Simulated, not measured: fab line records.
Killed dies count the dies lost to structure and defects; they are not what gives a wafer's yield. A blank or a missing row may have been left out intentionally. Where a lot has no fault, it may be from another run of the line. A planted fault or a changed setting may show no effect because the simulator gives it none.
Split-lot study    flow n5 finfet    7 lots, 21 wafers read, on a route of 1938 steps

## SPLIT DETAILS
At N5_BEOL_M6_COAT_22 (resist thk 30 nm), the setting spin rpm was moved away from the recipe's 1500 rpm on 6 of the 21 wafers read, by -8.8% to +6.2%. This setting was run at the recipe's value on the other wafers.

## FROM THE SPLIT TO THE READING: what the file shows between them, 4 steps
- N5_BEOL_M6_EXPOSE_25: exposes mask V5, target cd 40 nm (also split here: dose mj)
- N5_BEOL_M6_PEB_26: peb time 60 s
- N5_BEOL_M6_DEVELOP_27: develop time 30 s
- N5_BEOL_M6_CD_MEAS_28: target cd 40 nm

## THE READING
CAR-EUV_of_BEOL_M6_COAT_22.thk nm (the simulator's own value, which no gauge read), in nm, at N5_BEOL_M6_DESCUM_33 (chemistry O2, time 7 s). The file does not state a usual value for it. Here, 15 wafers ran the recipe; their average is 26.1 nm with a standard deviation of 0.12 nm.

wafer   tool, chamber at the split  spin rpm as run, rpm  against the recipe  CAR-EUV_of_BEOL_M6_COAT_22.thk nm, nm  against lot-mates on the recipe
L075.1  litho track-05, 0           1500                  recipe              26.2                                   -
L075.4  litho track-05, 0           1500                  recipe              26.2                                   -
L075.5  litho track-05, 0           1500                  recipe              26.2                                   -
L077.2  litho track-04, 0           1593                  +6.2%               25.2                                   -0.9
L077.3  litho track-04, 0           1500                  recipe              26                                     -
L077.5  litho track-04, 0           1500                  recipe              26.2                                   -
L078.2  litho track-05, 0           1500                  recipe              26                                     -
L078.4  litho track-05, 0           1500                  recipe              26.2                                   -
L078.5  litho track-05, 0           1500                  recipe              26.2                                   -
L083.2  litho track-01, 0           1587                  +5.8%               25.4                                   -0.8
L083.4  litho track-01, 0           1500                  recipe              26.2                                   -
L083.6  litho track-01, 0           1587                  +5.8%               25.2                                   -1.0
L088.1  litho track-01, 0           1500                  recipe              25.8                                   -
L088.4  litho track-01, 0           1500                  recipe              26                                     -
L088.5  litho track-01, 0           1577                  +5.1%               25.2                                   -0.7
L090.3  litho track-05, 0           1368                  -8.8%               27.6                                   +1.6
L090.5  litho track-05, 0           1368                  -8.8%               27.4                                   +1.4
L090.6  litho track-05, 0           1500                  recipe              26                                     -
L092.1  litho track-05, 0           1500                  recipe              26                                     -
L092.2  litho track-05, 0           1500                  recipe              26.2                                   -
L092.5  litho track-05, 0           1500                  recipe              26.2                                   -

THE FIT
A straight line over all 21 wafers: CAR-EUV_of_BEOL_M6_COAT_22.thk nm changes by -0.154 nm for each +1% of spin rpm; r = -0.98; the points scatter about the line by 0.13 nm.
The same after taking each lot's own level away (the mean of its wafers on the recipe; 21 wafers): -0.161 nm for each +1%; r = -0.99; scatter 0.093 nm.
That fit puts the effect of the largest move of spin rpm on the reading at 1.4 nm.
From 25.90 to 26.20 nm: that is the span of the lots' own levels, equal to 2.4 times the standard deviation above.
The two slopes are in agreement: the lot-to-lot level therefore moves the slope only a little.
Check: for one of the wafers moved furthest among these (-8.8%), held out of the fit, the line's prediction against its lot-mates is +1.35 nm. It came out at +1.6 nm against them.

## FURTHER SPLITS ON THESE WAFERS
Before the reading, these wafers also passed through other splits. Each is held against what the fit with the lots' levels taken away leaves over:
other split on the same wafers  wafers away from the commonest value  r with CAR-EUV_of_BEOL_M6_COAT_22.thk nm (lot level and that fit taken away)
N5_BEOL_M4_COAT_62 spin rpm     7                                     +0.19
N5_BEOL_M5_DESCUM_16 time s     7                                     +0.07
N5_BEOL_M5_ETCH_72 source w     6                                     -0.12
N5_BEOL_M6_EXPOSE_25 dose mj    8                                     -0.33

## THE WHOLE CHAIN: every reading that the file lists as answering this split, in the file's order
step                  what it does            reading                                                                             change (the file's fit)                r (the file's)
N5_BEOL_M6_COAT_22    resist thk 30 nm        CAR-EUV_of_BEOL_M6_COAT_22.thk nm (the simulator's own value, which no gauge read)  -0.148 nm for each +1% of the setting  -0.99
N5_BEOL_M6_DESCUM_33  chemistry O2, time 7 s  CAR-EUV_of_BEOL_M6_COAT_22.thk nm (the simulator's own value, which no gauge read)  -0.157 nm for each +1% of the setting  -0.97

## THE FILE'S OWN FIT
CAR-EUV_of_BEOL_M6_COAT_22.thk nm changes by -0.157 nm for each +1% of spin rpm, r = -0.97.
